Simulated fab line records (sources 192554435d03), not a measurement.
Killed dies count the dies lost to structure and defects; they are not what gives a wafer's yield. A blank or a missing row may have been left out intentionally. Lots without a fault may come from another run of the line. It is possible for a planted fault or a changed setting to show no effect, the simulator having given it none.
A struck lot beside a sound one    flow n5 finfet    37 steps out of a route of 1938
Sound: the wafers L273.3, L273.5, L273.6. Struck: wafer L282.4 (L282.1, L282.3, from the same lot, were not struck and are left out); the cause is given at the end.
For every step that has rows: the tool of each side, followed by ch and its chambers, followed by its first start. Under that, the readings that differ: sound wafers    struck wafers    difference of the means    sigmas: that difference in standard deviations of wafers without a fault.
alike: same words and numbers on both sides, and readings whose means sit less than 2 such deviations apart. not compared: any withheld reading, any reading some wafer has no value for, any bound like >300 that may hide the same value, and any number with overlapping values for which the record gives no deviation.
Wherever a step has rows on one side only, a row that says differs or no value, or a row with sigmas, the two part there. Non-overlapping numbers with no deviation appear without sigmas and do not part them. A reading that every wafer of one side lacks parts them only if that side has two wafers or more.

first, 9 steps without rows for these wafers: N5_BEOL_M13_PRE_CLEAN_42 (time 30 s); N5_BEOL_M13_SPUTTER_43 (material TaN, target thk 15 nm, time 24.19 s); N5_BEOL_M13_SPUTTER_44 (material Ta, target thk 10 nm, time 16.13 s); N5_BEOL_M13_SPUTTER_45 (material Cu, target thk 80 nm, time 13.33 s); N5_BEOL_M13_ECD_47 (material Cu, target thk 936 nm); N5_BEOL_M13_ANNEAL_48 (time 90 s); N5_BEOL_M13_CMP_49 (polishes, stops on SiOC, t overpolish 17.1 s, target thk 420 nm); N5_BEOL_M13_PRE_CLEAN_52 (time 15 s); N5_BEOL_M13_DEP_53 (deposits SiCN from 3MS/NH3, target thk 50 nm, time 17.8 s).
N5_BEOL_M14_ILD_DEP_00: deposits SiO2 from TEOS/O2, target thk 1119.3 nm, time 237.4 s.
  sound on pecvd-02 ch 0,1,2, day 12 17:14; struck on pecvd-02 ch 0, day 16 07:40
reading                                        sound              struck  difference  sigmas
run length s (s)                               281.2 279.6 280.1  255.9   -24.4       -44
model.SiO2_of_BEOL_M14_ILD_DEP_00.thk nm (nm)  1127 1143 1146     1030    -109        
  alike: heater power w, showerhead plenum p Torr, throttle valve pct
N5_BEOL_M14_THK_MEAS_01:
  sound on film metro-01 at day 12 17:25; struck on film metro-01 at day 16 07:51
reading           sound           struck  difference  sigmas
M14_ILD_THK (nm)  1127 1143 1146  1030    -109        -7
then, 10 steps without rows for these wafers: N5_BEOL_M14_COAT_58 (time 60 s, resist thk 89 nm); N5_BEOL_M14_COAT_04 (resist thk 800 nm); N5_BEOL_M14_EBR_06; N5_BEOL_M14_SOFTBAKE_05 (time 60 s); N5_BEOL_M14_EXPOSE_07 (exposes mask V13); N5_BEOL_M14_PEB_08 (peb time 90 s); N5_BEOL_M14_DEVELOP_09 (develop time 45 s); N5_BEOL_M14_HARDBAKE_14 (time 120 s); N5_BEOL_M14_DESCUM_15 (chemistry O2, time 7.9 s); N5_BEOL_M14_ETCH_59 (etches BARC in N2/H2, target depth 89 nm, overetch 26.7 nm, time 67.9 s).
N5_BEOL_M14_VIA_ETCH_16: etches SiO2 in C4F8/O2/Ar, target depth 1231.3 nm.
  sound on rie diel-06 ch 1,2,3, day 12 18:00; struck on rie diel-06 ch 0, day 16 08:28
reading                                     sound            struck  difference  sigmas
oes_f_703_au (a.u.)                         0.68 0.64 0.69   0.89    +0.22       +3
oes product au (a.u.)                       0.62 0.59 0.64   0.81    +0.19       +2
showerhead plenum p Torr (Torr)             3.26 3.53 3.28   3.62    +0.26       +3
model.etch.depth nm (nm)                    1127 1143 1146   1030    -109        
model.coat_of_BEOL_M14_COAT_04.thk nm (nm)  447.2 449 446.4  477.4   +29.9       
  alike: chamber pressure mTorr, drypump motor current A, rf vpp V, throttle valve pct
then, 13 steps without rows for these wafers: N5_BEOL_M14_STRIP_63 (strips in O2); N5_BEOL_M14_STRIP_64 (strips in O2); N5_BEOL_M14_STRIP_71 (strips in post etch residue remover, time 60 s); N5_BEOL_M14_SRD_72 (time 30 s, dry time 30 s); N5_BEOL_M14_COAT_65 (time 60 s, resist thk 450 nm); N5_BEOL_M14_COAT_66 (time 60 s, resist thk 110 nm); N5_BEOL_M14_COAT_22 (resist thk 300 nm); N5_BEOL_M14_EBR_24; N5_BEOL_M14_SOFTBAKE_23 (time 60 s); N5_BEOL_M14_EXPOSE_25 (exposes mask M14, target cd 280 nm); N5_BEOL_M14_PEB_26 (peb time 90 s); N5_BEOL_M14_DEVELOP_27 (develop time 45 s); N5_BEOL_M14_HARDBAKE_32 (time 120 s).
N5_BEOL_M14_CMP_49: polishes, stops on SiO2, t overpolish 5.2 s, target thk 560 nm.
  sound on cmp-01 ch 1,2,3, day 13 00:46; struck on cmp-01 ch 3, day 16 11:31
reading                                        sound           struck  difference  sigmas
model.SiO2_of_BEOL_M14_ILD_DEP_00.thk nm (nm)  1048 1062 1065  951.2   -107.1      
  alike: clearing platen down force psi, motor current A
N5_PASSIVATION_PROBE_49:
  the record has rows for the struck wafers here (prober-02, day 17 09:16) and none for the sound ones

## WHERE THEY PART
First at N5_BEOL_M14_ILD_DEP_00; last, within this record, at N5_PASSIVATION_PROBE_49.

WHY: the cause the simulator had injected
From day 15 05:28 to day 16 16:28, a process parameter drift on pecvd-02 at N5_BEOL_M14_ILD_DEP_00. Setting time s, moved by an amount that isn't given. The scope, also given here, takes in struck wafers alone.
